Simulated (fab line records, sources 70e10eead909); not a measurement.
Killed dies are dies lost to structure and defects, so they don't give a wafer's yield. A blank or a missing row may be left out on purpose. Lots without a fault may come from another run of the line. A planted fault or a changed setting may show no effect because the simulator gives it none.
Which tool did it? | flow nand_harc | 11 lots, 33 wafers sampled, at 2 steps of a route of 1302

WHAT THE GAUGES READ, wafer by wafer
NHARC_P_GATE_INSPECT_68.
lot  | measured     | on                | raw_defect_count
L509 | day 6 03:17  | defect_inspect-02 | 255 436 231
L510 | day 6 04:04  | defect_inspect-01 | 203 120 225
L511 | day 6 19:44  | defect_inspect-01 | 395 183 178
L512 | day 6 21:23  | defect_inspect-02 | 197 101 140
L513 | day 7 14:13  | defect_inspect-02 | 107 109 155
L514 | day 7 22:29  | defect_inspect-02 | 166 242 247
L516 | day 8 18:16  | defect_inspect-02 | 150 223 337
L522 | day 11 07:44 | defect_inspect-02 | 147 128 165
L523 | day 11 21:10 | defect_inspect-01 | 522 577 590
L524 | day 11 21:49 | defect_inspect-02 | 622 527 636
L532 | day 15 15:26 | defect_inspect-02 | 112 144 179

WHICH TOOL RAN EACH LOT (tool, then ch and the chambers of the sampled wafers, then the start)
lot  | NHARC_P_GATE_STRIP_76
L509 | plasma_asher-02 ch 0,1, day 5 23:20
L510 | plasma_asher-01 ch 0,1, day 5 23:59
L511 | plasma_asher-01 ch 0,1, day 6 15:40
L512 | plasma_asher-01 ch 0,1, day 6 16:11
L513 | plasma_asher-02 ch 0,1, day 7 10:13
L514 | plasma_asher-02 ch 0,1, day 7 18:30
L516 | plasma_asher-01 ch 0,1, day 8 14:19
L522 | plasma_asher-01 ch 0,1, day 11 03:28
L523 | plasma_asher-01 ch 0,1, day 11 17:13
L524 | plasma_asher-01 ch 0,1, day 11 17:50
L532 | plasma_asher-02 ch 0,1, day 15 11:34
- NHARC_P_GATE_STRIP_76: strips in O2.

THE ANSWER, worked out from the rows above alone
Rule: what is usual is taken from the lots themselves. Put in order of their means at a reading, lots are off if they are a third of the lots or fewer, leave a main group of 4 or more, and stand apart from it by a gap of 3 or more times the standard deviation of the main group's means; of several such gaps the widest counts. A main group whose means are all the same, to the digits that the tables above print for the reading, isn't used. A lot without any number at a reading at which 4 lots or more have one is off too. The other lots that the step has rows for count as sound.
Off: L523, L524, at NHARC_P_GATE_INSPECT_68 (raw_defect_count). The main group: mean 195, standard deviation 58.
A tool fits if, at a process step before that reading, it ran every lot that is off, and no sound lot after the first of them. The gauges at NHARC_P_GATE_INSPECT_68 are tried like those tools. One fits: plasma_asher-01 at NHARC_P_GATE_STRIP_76. Its last sound lot is L522 (day 11 03:28), its first lot that is off L523 (day 11 17:13): a fault that began between those two fits.

WHAT THE SIMULATOR HAD PUT IN
Chamber particle source: plasma_asher-01, from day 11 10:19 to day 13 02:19, at NHARC_P_GATE_STRIP_76. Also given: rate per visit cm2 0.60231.
Lots struck among those shown: L523, L524. The rule above found the same.
